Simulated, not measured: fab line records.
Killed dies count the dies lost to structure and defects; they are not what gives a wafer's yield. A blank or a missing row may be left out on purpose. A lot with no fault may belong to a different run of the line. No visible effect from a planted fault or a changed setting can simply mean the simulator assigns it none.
Chamber matching | flow n5-finfet | N5_STI_FIN_REVEAL_STRIP_24 on rie-diel-03: 4 sister chambers
The step strips in N2/H2, time 90 s. 16 wafers are shown with their chamber, then 8 later ones without.

== EACH WAFER AND ITS CHAMBER ==
wafer  | chamber | drypump-motor-current-A (A) | showerhead-plenum-p-Torr (Torr) | throttle-valve-pct (%)
L076.2 | 0       | 6.1                         | 3.33                            | 12.79
L076.3 | 1       | 5.3                         | 3.30                            | 11.73
L076.5 | 1       | 5.3                         | 3.30                            | 11.71
L077.2 | 2       | 5.9                         | 3.37                            | 12.35
L077.4 | 0       | 6.1                         | 3.33                            | 12.79
L077.5 | 3       | 5.2                         | 3.56                            | 12.19
L080.4 | 1       | 5.3                         | 3.29                            | 11.74
L080.5 | 2       | 5.9                         | 3.37                            | 12.37
L080.6 | 3       | 5.2                         | 3.55                            | 12.22
L081.3 | 2       | 5.9                         | 3.36                            | 12.36
L081.5 | 3       | 5.2                         | 3.55                            | 12.22
L081.6 | 2       | 5.9                         | 3.36                            | 12.38
L086.1 | 3       | 5.2                         | 3.54                            | 12.25
L086.2 | 0       | 6.1                         | 3.32                            | 12.19
L086.4 | 1       | 5.3                         | 3.29                            | 11.79
L088.2 | 0       | 6.2                         | 3.32                            | 12.19

SIGNATURES (averages over the wafers above)
reading                  | chamber 0 | chamber 1 | chamber 2 | chamber 3 | scatter within a chamber
drypump-motor-current-A  | 6.125     | 5.300     | 5.900     | 5.200     | 0.025
showerhead-plenum-p-Torr | 3.3250    | 3.2950    | 3.3650    | 3.5500    | 0.00645
throttle-valve-pct       | 12.4900   | 11.7425   | 12.3650   | 12.2200   | 0.175
Rule: distance of a wafer from a chamber = root of the sum over the readings of ((wafer's reading minus chamber's mean) / reading's scatter) squared. The wafer belongs to the nearest chamber; if the next one is less than 2 further off, it can't be placed. The scatter: the root of (the sum of the squares of (reading less its chamber's mean) over the shown wafers, divided by (wafers less chambers)).

== WAFERS WHOSE CHAMBER IS MISSING ==
wafer  | drypump-motor-current-A (A) | showerhead-plenum-p-Torr (Torr) | throttle-valve-pct (%)
L088.3 | 5.8                         | 3.36                            | 12.42
L088.6 | 5.3                         | 3.28                            | 11.78
L092.4 | 5.2                         | 3.54                            | 12.30
L092.5 | 6.1                         | 3.31                            | 12.20
L092.6 | 5.9                         | 3.35                            | 12.42
L093.1 | 5.2                         | 3.54                            | 12.27
L093.5 | 5.9                         | 3.35                            | 12.44
L093.6 | 5.3                         | 3.28                            | 11.78

== WHICH CHAMBER EACH ONE RAN IN ==
wafer  | from the rows above | in truth
L088.3 | 2                   | 2
L088.6 | 1                   | 1
L092.4 | 3                   | 3
L092.5 | 0                   | 0
L092.6 | 2                   | 2
L093.1 | 3                   | 3
L093.5 | 2                   | 2
L093.6 | 1                   | 1
Correct placement for 8 of the 8. From these rows, 0 cannot be placed. Number placed wrongly: 0.
